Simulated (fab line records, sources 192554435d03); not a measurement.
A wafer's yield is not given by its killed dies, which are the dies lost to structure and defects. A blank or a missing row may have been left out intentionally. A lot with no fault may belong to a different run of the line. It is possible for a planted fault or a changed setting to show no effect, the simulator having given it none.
Matching of chambers ; flow n5_finfet ; N5_HKMG_FIN_HK_ALD_01 on ald_hk-03 has 4 sister chambers
The step deposits HfO2, target thk 1.6 nm, pulse time 3 s, purge time 3 s. 8 wafers are shown with their chamber, then 11 later ones without.

WAFERS WITH THEIR CHAMBER
wafer;chamber;precursor_pulse_height_rel
L080.4;2;0.996
L085.1;3;1.022
L085.2;2;1.001
L085.3;1;1.010
L085.4;0;1.016
L085.5;0;1.022
L085.6;1;1.000
L089.3;3;0.978

WAFERS WITH NO CHAMBER GIVEN
wafer;precursor_pulse_height_rel
L089.4;0.981
L089.6;0.968
L090.2;0.995
L090.4;1.005
L090.5;1.011
L094.1;1.013
L094.2;0.990
L094.3;0.986
L094.4;0.955
L094.5;1.005
L094.6;0.974

EACH ONE'S CHAMBER
wafer;from the rows above;in truth
L089.4;can't be placed: 2 or 3 or 1 or 0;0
L089.6;can't be placed: 2 or 3 or 1 or 0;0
L090.2;can't be placed: 2 or 3 or 1 or 0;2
L090.4;can't be placed: 1 or 3 or 2 or 0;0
L090.5;can't be placed: 1 or 0 or 3 or 2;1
L094.1;can't be placed: 0 or 1 or 3 or 2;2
L094.2;can't be placed: 2 or 3 or 1 or 0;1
L094.3;can't be placed: 2 or 3 or 1 or 0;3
L094.4;can't be placed: 2 or 3 or 1 or 0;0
L094.5;can't be placed: 1 or 3 or 2 or 0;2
L094.6;can't be placed: 2 or 3 or 1 or 0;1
0 of 11 placed correctly. Unplaceable from these rows: 11, with the true chamber sitting among the candidates in 11. Number placed wrongly: 0.
How it was worked out, from the rows above alone: a wafer's distance from a chamber is the root of the sum, over the readings, of the square of ((its reading less the chamber's mean) divided by the reading's scatter). The wafer belongs to the nearest chamber; if the next one is less than 2 further off, it can't be placed. Each chamber's mean is taken over the wafers shown for it. The scatter: the root of (the sum of the squares of (reading less its chamber's mean) over the shown wafers, divided by (wafers less chambers)).
